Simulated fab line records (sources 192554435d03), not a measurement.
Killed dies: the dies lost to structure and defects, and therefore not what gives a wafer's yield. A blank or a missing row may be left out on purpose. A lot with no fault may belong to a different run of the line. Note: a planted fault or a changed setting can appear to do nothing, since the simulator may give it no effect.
fab line records -- flow n5_finfet
[record] lots = 9, wafers = 27, last_day = 18
route steps=1938 shown ZERO_LAYER@14 WELL_APT@32 PMOS_HMC_CHANNEL_EPI@74 BEOL_M4@1111 PASSIVATION@1936
lots with no fault: from the same line, run without faults
start_h: hours from the record's opening day to when the first of the lot's shown wafers began -- wait_h: hours since the lot's step before -- " unchanged from the row above -- L1.1+2: several wafers, shown together as one row -- - value missing, or start not given -- * or withheld: withheld -- < > ~ a bound
route shown NAME@n: names a module that has steps shown in the file, with the first one's number in the route -- usual: mean/standard deviation taken from wafers without a fault -- same: alike in all rows -- chamber/n: place in a boat -- sites: the reading at each site -- _std_site: their standard deviation -- _edge_site: outer sites' mean less inner sites' -- radius_mm: how far each site lies from the wafer's centre -- mask NAME#n: copy n -- behind: the most recent tool/chamber to have shaped the wafer -- hold: why the lot was held/for how many hours/how that ended -- device: the transistor (n, p or np) that didn't switch -- end of line: at the end of the route, the tests of the same wafers -- for a step that has no rows: nothing shown but its recipe -- killed: at the first sort, the dies lost to defects and structure; wafer yield is something else -- map: per-die view of a wafer (x killed, . not killed, _ where there is no die)
set.NAME: the setting that was run; set.NAME@STEP: the one run at that earlier step -- model.NAME: the simulator's own value behind a step, which no gauge read
the route's steps for a sample of lots (tables are steps, rows are wafers)
services: from which hour (start_h, from the record's first day; less than 0 if before it) a tool's chamber was out of use, for how many hours, and why
[[steps]]
[step N5_ZERO_LAYER_DESCUM_16]
[recipe] chemistry = O2, time_s = 7.9, source_power_w = 50, bias_power_w = 20, pressure_mtorr = 20, rf_frequency_hz = 2.712e+07, temp_c = 40, o2_flow_sccm = 225
[usual] chamber_pressure_mTorr = 20.000/0.018, drypump_motor_current_A = 5.7/0.46, oes_product_au = 0.79/0.094, rf_fwd_power_W = 49.36/0.24, rf_vpp_V = 242.7/1, showerhead_plenum_p_Torr = 2.06/0.056, throttle_valve_pct = 20.5/0.32
lot.wafer,tool,chamber,start_h,wait_h,chamber_pressure_mTorr,drypump_motor_current_A,oes_product_au,rf_fwd_power_W,rf_hours_counter_h,rf_vpp_V,showerhead_plenum_p_Torr,throttle_valve_pct
L676.2,rie_diel-01,1,12.72,0.1,20.028,5.9,0.98,49.02,8,242.6,2.03,20.0
L676.3,rie_diel-01,3,12.72,0.1,19.970,6.7,0.79,49.53,104,243.2,2.12,20.4
L676.4,rie_diel-01,2,12.72,0.1,20.013,6.0,0.68,49.62,216,242.8,2.08,20.8
L680.3,rie_diel-06,1,36.81,0.0,20.051,5.3,0.75,49.28,171,240.7,1.98,20.1
L680.5,rie_diel-06,0,36.81,0.0,20.021,6.2,0.98,49.33,-,244.7,2.05,20.0
L680.6,rie_diel-06,1,36.81,0.0,20.023,5.3,0.75,49.12,-,240.7,1.98,20.1
L681.1,rie_diel-06,0,42.68,0.0,19.978,6.2,0.96,49.47,4,243.8,2.05,20.0
L681.2,rie_diel-06,1,42.68,0.0,20.007,5.3,0.74,49.17,173,243.1,1.98,20.1
L681.6,rie_diel-06,1,42.68,0.0,19.997,5.3,0.74,49.23,-,241.6,1.98,20.1
L682.1,rie_diel-06,3,49.06,0.4,19.995,5.0,0.79,49.45,129,240.6,2.00,20.4
L682.2,rie_diel-06,1,49.06,0.4,20.007,5.3,0.74,49.56,175,241.5,1.98,20.1
L682.4,rie_diel-06,0,49.06,0.4,19.978,6.2,0.96,49.73,6,242.6,2.05,20.0
L684.4,rie_diel-01,1,60.80,0.0,19.999,5.8,0.94,49.07,23,242.9,2.03,20.0
L684.5,rie_diel-01,1,60.80,0.0,19.972,5.8,0.92,48.87,-,242.6,2.03,20.0
L684.6,rie_diel-01,0,60.80,0.0,19.973,6.1,0.69,49.26,-,242.8,2.08,20.8
L686.3,rie_diel-06,3,72.90,0.1,19.990,5.0,0.78,49.61,136,241.6,2.00,20.4
L686.5,rie_diel-06,3,72.90,0.1,20.001,5.0,0.78,49.39,-,242.1,2.00,20.4
L686.6,rie_diel-06,2,72.90,0.1,19.987,5.8,0.77,48.92,-,244.2,2.11,20.8
L692.3,rie_diel-03,2,108.83,0.0,20.006,5.6,0.73,49.75,168,243.5,2.09,20.8
L692.4,rie_diel-03,3,108.83,0.0,19.977,5.0,0.74,49.83,-,242.6,1.98,20.4
L692.6,rie_diel-03,0,108.83,0.0,19.991,6.0,0.99,49.34,-,244.8,2.17,20.6
L696.1,rie_diel-06,3,132.82,0.0,20.010,5.0,0.76,49.26,157,241.5,1.99,20.4
L696.2,rie_diel-06,1,132.82,0.0,19.996,5.3,0.73,49.08,193,243.1,1.97,20.1
L696.4,rie_diel-06,2,132.82,0.0,19.999,5.8,0.76,49.29,166,243.3,2.10,20.8
L698.3,rie_diel-06,2,144.81,0.0,20.000,5.8,0.75,48.78,170,243.5,2.10,20.8
L698.5,rie_diel-06,0,144.81,0.0,20.034,6.2,0.90,49.23,-,243.4,2.04,20.1
L698.6,rie_diel-06,1,144.81,0.0,20.012,5.3,0.73,49.35,-,240.0,1.97,20.1
[step N5_ZERO_LAYER_ETCH_18]
[recipe] chemistry = HBr/Cl2, target = Si, target_depth_a = 1200, time_s = 40, pressure_mtorr = 10, icp_w = 800, bias_w = 75, HBr_flow_sccm = 150, Cl2_flow_sccm = 80
[usual] chamber_pressure_mTorr = 10.000/0.0086, drypump_motor_current_A = 5.6/0.39, oes_product_au = 1.008/0.015, rf_fwd_power_W = 796.0/2.4, throttle_valve_pct = 36.31/0.27
lot.wafer,tool,chamber,start_h,wait_h,chamber_pressure_mTorr,drypump_motor_current_A,oes_product_au,rf_fwd_power_W,rf_hours_counter_h,throttle_valve_pct
L676.2,rie_si-06,2,12.83,0.0,9.995,5.0,1.034,799.3,64,36.19
L676.3,rie_si-06,3,12.83,0.0,9.993,6.3,1.003,798.5,109,36.97
L676.4,rie_si-06,1,12.83,0.0,9.994,5.3,1.011,793.4,168,36.03
L680.3,rie_si-06,1,36.92,0.0,9.998,5.4,1.008,796.0,168,36.02
L680.5,rie_si-06,2,36.92,0.0,9.997,5.0,1.034,795.0,-,36.19
L680.6,rie_si-06,1,36.92,0.0,9.997,5.3,1.000,798.6,-,36.00
L681.1,rie_si-06,0,42.79,0.0,10.011,6.0,1.025,795.8,40,36.31
L681.2,rie_si-06,1,42.79,0.0,10.003,5.3,1.007,794.1,168,36.02
L681.6,rie_si-06,1,42.79,0.0,10.017,5.3,1.011,793.9,-,36.03
L682.1,rie_si-04,1,49.17,0.0,10.006,5.6,1.007,797.0,61,36.12
L682.2,rie_si-04,3,49.17,0.0,10.000,5.9,1.027,798.9,180,36.36
L682.4,rie_si-04,1,49.17,0.0,9.999,5.6,0.982,798.6,-,36.13
L684.4,rie_si-03,3,60.91,0.0,10.016,5.2,1.006,796.9,89,35.98
L684.5,rie_si-03,2,60.91,0.0,10.002,6.1,1.025,798.5,-,36.34
L684.6,rie_si-03,1,60.91,0.0,10.008,5.4,0.995,797.1,-,36.29
L686.3,rie_si-03,2,73.00,0.0,10.015,6.0,1.025,792.6,102,36.35
L686.5,rie_si-03,0,73.00,0.0,10.001,5.7,0.990,796.0,-,36.64
L686.6,rie_si-03,3,73.00,0.0,9.999,5.2,0.997,796.9,-,35.96
L692.3,rie_si-03,3,108.94,0.0,9.994,5.2,1.008,795.2,90,35.96
L692.4,rie_si-03,2,108.94,0.0,10.012,6.1,1.017,793.0,102,36.34
L692.6,rie_si-03,0,108.94,0.0,9.992,5.6,0.984,797.3,-,36.63
L696.1,rie_si-03,2,132.94,0.1,10.006,6.0,1.016,799.3,103,36.34
L696.2,rie_si-03,1,132.94,0.1,10.004,5.4,0.998,791.3,168,36.26
L696.4,rie_si-03,3,132.94,0.1,9.997,5.2,1.011,799.3,91,35.98
L698.3,rie_si-06,2,144.91,0.0,9.992,4.9,1.024,797.8,66,36.19
L698.5,rie_si-06,2,144.91,0.0,10.007,4.9,1.022,797.6,-,36.18
L698.6,rie_si-06,1,144.91,0.0,10.000,5.4,1.004,796.9,-,36.02
[step N5_WELL_APT_IMPLANT_14]
[recipe] species = P, energy_kev = 160, dose_cm2 = 1.5e+13, tilt_deg = 0, rotation_deg = 0
[usual] dose_ions_cm2 = 1.4998e+13/1.7e+10, faraday_current_uA = 190/3.6
lot.wafer,tool,chamber,start_h,wait_h,dose_ions_cm2,faraday_current_uA
L676.2,implanter-02,0,13.94,0.1,1.4995e+13,187
L676.3,implanter-02,0,13.94,0.1,1.4985e+13,197
L676.4,implanter-02,0,13.94,0.1,1.4993e+13,185
L680.3,implanter-01,0,37.96,0.1,1.5018e+13,192
L680.5,implanter-01,0,37.96,0.1,1.5038e+13,192
L680.6,implanter-01,0,37.96,0.1,1.5009e+13,185
L681.1,implanter-02,0,44.03,0.1,1.5041e+13,187
L681.2,implanter-02,0,44.03,0.1,1.4999e+13,195
L681.6,implanter-02,0,44.03,0.1,1.4949e+13,193
L682.1,implanter-01,0,50.28,0.1,1.5e+13,184
L682.2,implanter-01,0,50.28,0.1,1.4992e+13,191
L682.4,implanter-01,0,50.28,0.1,1.4994e+13,193
L684.4,implanter-02,0,62.59,0.2,1.7713e+13,221
L684.5,implanter-02,0,62.59,0.2,1.7678e+13,219
L684.6,implanter-02,0,62.59,0.2,1.7688e+13,223
L686.3,implanter-02,0,74.14,0.1,1.7702e+13,219
L686.5,implanter-02,0,74.14,0.1,1.7676e+13,232
L686.6,implanter-02,0,74.14,0.1,1.7686e+13,230
L692.3,implanter-01,0,110.26,0.1,1.4995e+13,193
L692.4,implanter-01,0,110.26,0.1,1.5025e+13,191
L692.6,implanter-01,0,110.26,0.1,1.5001e+13,181
L696.1,implanter-02,0,134.42,0.1,1.5005e+13,185
L696.2,implanter-02,0,134.42,0.1,1.4988e+13,196
L696.4,implanter-02,0,134.42,0.1,1.4998e+13,185
L698.3,implanter-01,0,145.93,0.1,1.4969e+13,193
L698.5,implanter-01,0,145.93,0.1,1.4979e+13,187
L698.6,implanter-01,0,145.93,0.1,1.4984e+13,192
[step N5_PMOS_HMC_CHANNEL_EPI_FIN_RECESS_16]
[recipe] chemistry = HBr/Cl2, target = Si, mask_material = SiO2, target_depth_a = 540, time_s = 18, pressure_mtorr = 10, icp_w = 800, bias_w = 75, HBr_flow_sccm = 150, Cl2_flow_sccm = 80
[usual] chamber_pressure_mTorr = 9.999/0.0098, drypump_motor_current_A = 5.6/0.53, oes_product_au = 1.003/0.015, rf_fwd_power_W = 795.2/2.5, throttle_valve_pct = 35.5/0.43
lot.wafer,tool,chamber,start_h,wait_h,chamber_pressure_mTorr,drypump_motor_current_A,oes_product_au,rf_fwd_power_W,rf_hours_counter_h,throttle_valve_pct
L676.2,rie_si-01,0,18.43,0.0,9.983,5.6,0.987,792.1,81,36.3
L676.3,rie_si-01,1,18.43,0.0,9.996,5.6,1.011,798.0,148,35.5
L676.4,rie_si-01,2,18.43,0.0,9.987,5.0,0.969,795.0,194,35.4
L680.3,rie_si-05,1,41.69,0.0,10.002,5.3,0.996,793.5,189,35.6
L680.5,rie_si-05,3,41.69,0.0,10.004,5.9,0.993,793.2,-,34.9
L680.6,rie_si-05,0,41.69,0.0,10.003,4.9,1.020,790.8,-,35.9
L681.1,rie_si-01,1,47.69,0.0,9.992,5.6,1.013,792.5,148,35.5
L681.2,rie_si-01,3,47.69,0.0,9.986,5.9,0.982,796.1,46,35.6
L681.6,rie_si-01,3,47.69,0.0,10.017,5.9,0.988,797.6,-,35.6
L682.1,rie_si-01,1,54.13,0.0,10.003,5.6,1.009,792.7,148,35.5
L682.2,rie_si-01,0,54.13,0.0,9.990,5.7,0.986,796.6,82,36.3
L682.4,rie_si-01,2,54.13,0.0,9.986,5.0,0.971,793.6,-,35.4
L684.4,rie_si-05,3,66.38,0.0,10.004,5.9,0.991,793.8,200,34.9
L684.5,rie_si-05,2,66.38,0.0,10.006,5.7,0.998,788.8,-,35.7
L684.6,rie_si-05,1,66.38,0.0,10.022,5.3,0.987,793.4,-,35.6
L686.3,rie_si-05,2,78.70,0.0,10.018,5.7,0.993,792.0,85,35.7
L686.5,rie_si-05,1,78.70,0.0,10.012,5.3,0.978,794.7,-,35.6
L686.6,rie_si-05,0,78.70,0.0,9.993,4.9,1.016,794.3,-,35.9
L692.3,rie_si-05,2,113.88,0.0,9.996,5.7,1.000,794.1,85,35.7
L692.4,rie_si-05,1,113.88,0.0,10.006,5.3,1.001,794.7,190,35.6
L692.6,rie_si-05,0,113.88,0.0,10.000,4.9,1.010,799.5,-,35.9
L696.1,rie_si-01,1,139.08,0.0,9.990,5.6,1.005,796.1,150,35.5
L696.2,rie_si-01,3,139.08,0.0,9.996,5.9,0.985,793.0,47,35.6
L696.4,rie_si-01,0,139.08,0.0,9.997,5.6,0.994,797.3,-,36.4
L698.3,rie_si-02,1,150.27,0.0,9.995,5.7,0.996,795.4,147,35.4
L698.5,rie_si-02,1,150.27,0.0,9.984,5.6,0.990,794.5,-,35.4
L698.6,rie_si-02,0,150.27,0.0,10.013,6.6,1.014,794.6,-,35.1
[step N5_BEOL_M4_RC_MEAS_101]
[usual] DIBL_N = 35.8/1.8, DIBL_P = 35.9/2.2, IOFF_N = 0.16/0.035, IOFF_P = 0.21/0.04, ION_N = 672/11, ION_P = 461/7.4, RS_NWELL = 1038/7.1, SS_N = 71.4/0.64, SS_P = 73.2/0.67, VT_N = 250/3.5, VT_P = -251/3.4
lot.wafer,tool,chamber,start_h,wait_h,DIBL_N[mV/V],DIBL_P[mV/V],IOFF_N[nA/um],IOFF_P[nA/um],ION_N[uA/um],ION_P[uA/um],RS_NWELL[ohm/sq],SS_N[mV/dec],SS_P[mV/dec],VT_N[mV],VT_P[mV]
L676.2,prober-02,0,163.66,0.2,35.0,34.4,0.15,0.16,664,450,1045,71.5,73.0,250,-254
L676.3,prober-02,0,163.66,0.2,35.8,36.3,0.17,0.19,691,467,1038,72.1,73.8,248,-252
L676.4,prober-02,0,163.66,0.2,35.0,35.2,0.15,0.17,671,459,1033,72.0,72.7,248,-252
L680.3,prober-02,0,188.64,0.3,37.6,39.3,0.21,0.27,679,467,1041,72.1,73.9,247,-246
L680.5,prober-02,0,188.64,0.3,34.5,35.6,0.15,0.21,670,459,1038,71.0,72.9,250,-247
L680.6,prober-02,0,188.64,0.3,35.5,37.1,0.17,0.24,676,473,1035,71.4,73.0,251,-248
L681.1,prober-01,0,200.51,0.0,35.9,37.2,0.16,0.21,671,464,1050,72.0,73.4,250,-250
L681.2,prober-01,0,200.51,0.0,35.0,35.8,0.14,0.20,669,459,1032,71.6,72.8,252,-254
L681.6,prober-01,0,200.51,0.0,36.8,37.1,0.17,0.21,675,464,1039,71.9,73.3,250,-249
L684.4,prober-02,0,214.06,0.5,36.3,36.0,0.15,0.18,663,455,950,71.7,73.6,251,-253
L684.5,prober-02,0,214.06,0.5,38.0,39.9,0.19,0.26,677,462,954,71.8,74.1,249,-249
L684.6,prober-02,0,214.06,0.5,36.0,36.2,0.15,0.19,667,458,953,71.1,73.6,249,-251
L682.1,prober-01,0,216.83,0.0,38.6,40.7,0.21,0.24,691,467,1036,72.3,73.7,247,-250
L682.2,prober-01,0,216.83,0.0,36.7,37.9,0.17,0.19,683,459,1041,72.1,72.5,249,-251
L682.4,prober-01,0,216.83,0.0,35.0,36.7,0.13,0.17,665,451,1035,71.1,72.8,254,-255
L686.3,prober-01,0,222.42,0.3,38.0,37.8,0.20,0.24,686,463,935,71.9,74.3,244,-250
L686.5,prober-01,0,222.42,0.3,38.2,37.2,0.20,0.23,677,461,943,72.3,73.8,248,-251
L686.6,prober-01,0,222.42,0.3,36.5,35.5,0.17,0.20,687,469,954,71.7,74.4,249,-252
L692.3,prober-02,0,265.80,0.3,31.7,31.2,0.09,0.13,654,456,1034,70.2,71.9,258,-256
L692.4,prober-02,0,265.80,0.3,34.5,35.6,0.13,0.19,667,461,1030,70.7,73.1,251,-251
L692.6,prober-02,0,265.80,0.3,33.8,34.5,0.12,0.18,667,469,1033,70.6,72.2,251,-251
L696.1,prober-02,0,282.56,0.0,35.1,36.4,0.15,0.23,668,461,1043,71.7,73.3,248,-248
L696.2,prober-02,0,282.56,0.0,36.7,38.3,0.19,0.26,679,472,1027,72.2,72.9,246,-245
L696.4,prober-02,0,282.56,0.0,34.3,35.3,0.14,0.21,669,466,1037,71.8,72.9,252,-248
L698.3,prober-02,0,309.15,0.3,35.9,34.6,0.14,0.20,676,467,1042,70.8,73.0,249,-252
L698.5,prober-02,0,309.15,0.3,35.5,34.3,0.14,0.20,683,466,1037,71.0,72.3,249,-251
L698.6,prober-02,0,309.15,0.3,35.3,33.3,0.12,0.19,669,464,1039,70.5,72.7,254,-252
[step N5_PASSIVATION_PROBE_49]
[usual] defect_limited_yield = 91.0/1.5, killed_at_M0_to_M3 = 34/9.1, killed_at_M4_up = 14/5.7, killed_at_contacts = 13/5.7, killed_at_front_end = 42/12, killed_at_other = 4/3.4, killed_dies = 106/17, killed_open = 70/13, killed_short = 34/7.5, sort_bin_5_function = 5.2/0.94, sort_bin_6_memory = 3.4/0.69, sort_bin_8_speed = 0.00/0.029, sort_n_pass = 1074/17, sort_yield_pct = 91.0/1.5
[same] gross_dies = 1180, killed_at_back_side = 0, sort_bin_4_leakage[%] = 0
lot.wafer,tool,chamber,start_h,wait_h,defect_limited_yield[%],killed_at_M0_to_M3,killed_at_M4_up,killed_at_contacts,killed_at_front_end,killed_at_other,killed_dies,killed_open,killed_short,sort_bin_5_function[%],sort_bin_6_memory[%],sort_bin_8_speed[%],sort_n_pass,sort_yield_pct[%]
L684.4,prober-02,-,314.52,0.2,91.3,27,9,16,45,6,103,66,37,5.3,3.1,0,1077,91.3
L684.5,prober-02,-,314.57,0.2,90.9,28,16,14,47,2,107,69,38,6.0,2.9,0,1073,90.9
L684.6,prober-02,-,314.62,0.3,90.8,37,17,19,31,5,109,71,38,4.7,4.4,0,1071,90.8
L682.1,prober-01,-,322.89,0.0,91.4,31,19,5,39,7,101,71,28,5.1,3.2,0,1079,91.4
L682.2,prober-01,-,322.94,0.1,92.2,21,10,7,48,6,92,52,37,4.3,3.3,0,1088,92.2
L682.4,prober-01,-,323.04,0.2,91.8,31,6,11,46,3,97,59,36,5.1,2.7,0,1083,91.8
L686.3,prober-02,-,333.64,0.1,91.9,19,24,11,22,19,95,59,36,5.0,3.0,0,1085,91.9
L686.5,prober-02,-,333.74,0.2,90.0,21,32,15,42,8,118,76,38,5.3,3.6,0,1062,90.0
L686.6,prober-02,-,333.79,0.3,89.7,28,23,14,50,7,122,72,49,5.6,4.5,0,1058,89.7
L692.3,prober-01,-,358.59,0.1,92.0,26,11,13,34,10,94,50,44,4.7,3.0,0,1086,92.0
L692.4,prober-01,-,358.64,0.2,93.1,29,18,4,28,2,81,61,20,3.6,3.1,0,1099,93.1
L692.6,prober-01,-,358.74,0.3,89.4,50,17,17,20,21,125,83,41,5.8,4.3,0,1055,89.4
L698.3,prober-01,-,422.63,0.1,92.1,24,9,12,38,10,93,66,25,4.7,2.9,0,1087,92.1
L698.5,prober-01,-,422.73,0.2,91.6,45,9,11,34,0,99,54,41,5.3,2.4,0,1081,91.6
L698.6,prober-01,-,422.78,0.3,91.9,35,3,10,44,3,95,54,37,3.8,3.3,0,1085,91.9
// killed by level:class
L684.4 MOL_CONTACT_COAG:geometric_particle:open=14 STI_FIN_REVEAL:geometric_particle:open=8 GATE_CUT:geometric_particle:short=7 BEOL_M0_SAQP:geometric_particle:short=7 BEOL_M3:geometric_particle:open=7 FIN_SAQP:geometric_particle:open=6 BEOL_M4:geometric_particle:open=6 FIN_SAQP:geometric_particle:short=5
L684.5 FIN_SAQP:geometric_particle:open=16 MOL_CONTACT_COAG:geometric_particle:open=11 BEOL_M4:geometric_particle:open=9 FIN_SAQP:geometric_particle:short=8 STI_FIN_REVEAL:geometric_particle:open=7 BEOL_M3:geometric_particle:open=7 BEOL_M2:geometric_particle:short=6 DUMMY_GATE:geometric_particle:open=4
L684.6 MOL_CONTACT_COAG:geometric_particle:open=15 BEOL_M4:geometric_particle:open=13 FIN_SAQP:geometric_particle:short=9 BEOL_M0_SAQP:geometric_particle:open=8 BEOL_M0_SAQP:geometric_particle:short=8 BEOL_M3:geometric_particle:open=8 FIN_SAQP:geometric_particle:open=6 BEOL_M1:geometric_particle:open=6
L682.1 STI_FIN_REVEAL:geometric_particle:open=10 BEOL_M2:geometric_particle:open=10 BEOL_M4:geometric_particle:open=8 GATE_CUT:geometric_particle:short=7 GATE_CUT:geometric_particle:open=6 BEOL_M0_SAQP:geometric_particle:short=6 DUMMY_GATE:geometric_particle:open=5 MOL_CONTACT_COAG:geometric_particle:open=5
L682.2 FIN_SAQP:geometric_particle:short=8 BEOL_M2:geometric_particle:open=8 DUMMY_GATE:geometric_particle:open=7 GATE_CUT:geometric_particle:short=7 FIN_SAQP:geometric_particle:open=6 MOL_CONTACT_COAG:geometric_particle:open=5 BEOL_M1:geometric_particle:open=5 STARTING-WAFER:geometric_particle:open=5
L682.4 FIN_SAQP:geometric_particle:open=14 GATE_CUT:geometric_particle:short=8 BEOL_M2:geometric_particle:open=8 MOL_CONTACT_COAG:geometric_particle:open=7 BEOL_M3:geometric_particle:open=7 STI_FIN_REVEAL:geometric_particle:open=6 BEOL_M0_SAQP:geometric_particle:open=6 FIN_SAQP:geometric_particle:short=5
L686.3 MOL_CONTACT_COAG:geometric_particle:open=11 BEOL_M4:geometric_particle:open=10 GATE_CUT:geometric_particle:short=8 BEOL_M0_SAQP:geometric_particle:open=6 BEOL_M3:geometric_particle:open=6 BEOL_M4:geometric_particle:short=6 MIM_TOP_ETCH:geometric_particle:open=5 PASS1_CAP:geometric_particle:open=4
L686.5 BEOL_M4:geometric_particle:open=19 MOL_CONTACT_COAG:geometric_particle:open=10 STI_FIN_REVEAL:geometric_particle:open=8 BEOL_M0_SAQP:geometric_particle:open=8 FIN_SAQP:geometric_particle:short=6 BEOL_M0_SAQP:geometric_particle:short=6 GATE_CUT:geometric_particle:short=5 BEOL_M4:geometric_particle:short=5
L686.6 BEOL_M4:geometric_particle:open=15 BEOL_M3:geometric_particle:open=12 FIN_SAQP:geometric_particle:short=11 MOL_CONTACT_COAG:geometric_particle:open=11 STI_FIN_REVEAL:geometric_particle:open=10 FIN_SAQP:geometric_particle:open=8 BEOL_M0_SAQP:geometric_particle:short=7 GATE_CUT:geometric_particle:short=5
L692.3 MOL_CONTACT_COAG:geometric_particle:open=11 FIN_SAQP:geometric_particle:short=9 FIN_SAQP:geometric_particle:open=7 BEOL_M0_SAQP:geometric_particle:short=6 BEOL_M3:geometric_particle:open=6 BEOL_M3:geometric_particle:short=6 PASS1_CAP:geometric_particle:short=5 STI_FIN_REVEAL:geometric_particle:open=3
L692.4 FIN_SAQP:geometric_particle:open=11 BEOL_M0_SAQP:geometric_particle:open=9 BEOL_M3:geometric_particle:open=7 BEOL_M4:geometric_particle:open=6 BEOL_M7:geometric_particle:open=6 FIN_SAQP:geometric_particle:short=5 STI_FIN_REVEAL:geometric_particle:open=5 BEOL_M0_SAQP:geometric_particle:short=5
L692.6 BEOL_M3:geometric_particle:open=14 MOL_CONTACT_COAG:geometric_particle:open=12 BEOL_M0_SAQP:geometric_particle:open=9 BEOL_M1:geometric_particle:open=8 BEOL_M3:geometric_particle:short=7 MOL_CONTACT_COAG:geometric_particle:short=5 BEOL_M4:geometric_particle:open=5 BEOL_M7:geometric_particle:open=5
L698.3 MOL_CONTACT_COAG:geometric_particle:open=10 STI_FIN_REVEAL:geometric_particle:open=7 BEOL_M2:geometric_particle:open=7 DUMMY_GATE:geometric_particle:open=6 BEOL_M0_SAQP:geometric_particle:open=5 PASS1_CAP:geometric_particle:short=5 FIN_SAQP:geometric_particle:open=4 GATE_CUT:geometric_particle:short=4
L698.5 BEOL_M0_SAQP:geometric_particle:short=17 BEOL_M2:geometric_particle:open=12 BEOL_M0_SAQP:geometric_particle:open=10 MOL_CONTACT_COAG:geometric_particle:open=9 FIN_SAQP:geometric_particle:short=6 STARTING-WAFER:geometric_particle:open=5 BEOL_M2:geometric_particle:short=4 FIN_SAQP:geometric_particle:open=3
L698.6 GATE_CUT:geometric_particle:open=10 GATE_CUT:geometric_particle:short=10 BEOL_M0_SAQP:geometric_particle:open=9 MOL_CONTACT_COAG:geometric_particle:open=8 FIN_SAQP:geometric_particle:short=6 BEOL_M0:geometric_particle:open=5 BEOL_M2:geometric_particle:open=5 BEOL_M0_SAQP:geometric_particle:short=4
[[services]]
tool,chamber,start_h,hours,kind
rie_si-06,1,-10.00,5.6,repair
rie_si-01,1,-8.15,8.4,repair
implanter-02,-,6.03,4.6,repair
rie_diel-06,0,8.62,-,clean
rie_diel-06,0,8.62,-,consumable_replace:focus_ring
rie_diel-06,0,8.62,19.5,scheduled_down
rie_diel-06,0,8.62,19.5,vent_cycle
implanter-01,-,23.86,3.0,repair
rie_si-05,1,25.19,1.6,repair
rie_diel-03,0,25.76,27.0,repair
implanter-02,-,36.00,2.2,repair
rie_si-04,0,36.16,16.7,repair
implanter-01,-,52.76,5.0,repair
rie_si-01,3,53.59,10.1,repair
rie_diel-01,2,60.91,23.0,repair
rie_diel-01,-,62.44,2.8,pm
rie_si-06,-,64.93,0.8,repair
rie_diel-06,1,71.21,24.2,repair
rie_si-05,3,78.58,-,clean
rie_si-05,3,78.58,15.6,scheduled_down
rie_si-05,3,101.14,12.1,repair
rie_diel-03,1,103.40,9.8,repair
rie_si-03,1,134.56,6.4,repair
rie_si-05,2,136.95,15.4,repair
[[key]]
[first_sign] step = N5_WELL_APT_IMPLANT_14, reading = dose_ions_cm2, direction = up, sigmas = 99+, usual = 1.4998e+13, struck = 1.769e+13
[effect] step = N5_WELL_APT_IMPLANT_14, reading = faraday_current_uA, direction = up, sigmas = 9.6, usual = 190, struck = 224
[effect] step = N5_BEOL_M4_RC_MEAS_101, reading = RS_NWELL, direction = down, sigmas = 13, usual = 1038, struck = 948
met_at N5_WELL_APT_IMPLANT_14
struck_lots L684,L686
not_acting_at N5_ZERO_LAYER_DESCUM_16,N5_ZERO_LAYER_ETCH_18,N5_PMOS_HMC_CHANNEL_EPI_FIN_RECESS_16
onset_between 44.03 62.59
[fault] kind = process_parameter_drift, tool = implanter-02, chamber = -, onset_h = 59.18, steps = N5_WELL_APT_IMPLANT_14, channel = dose_cm2, offset = 2.6849e+12, shape = step, end_h = 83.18, acts_in = these_recipes_only, stated = 1.5e+13
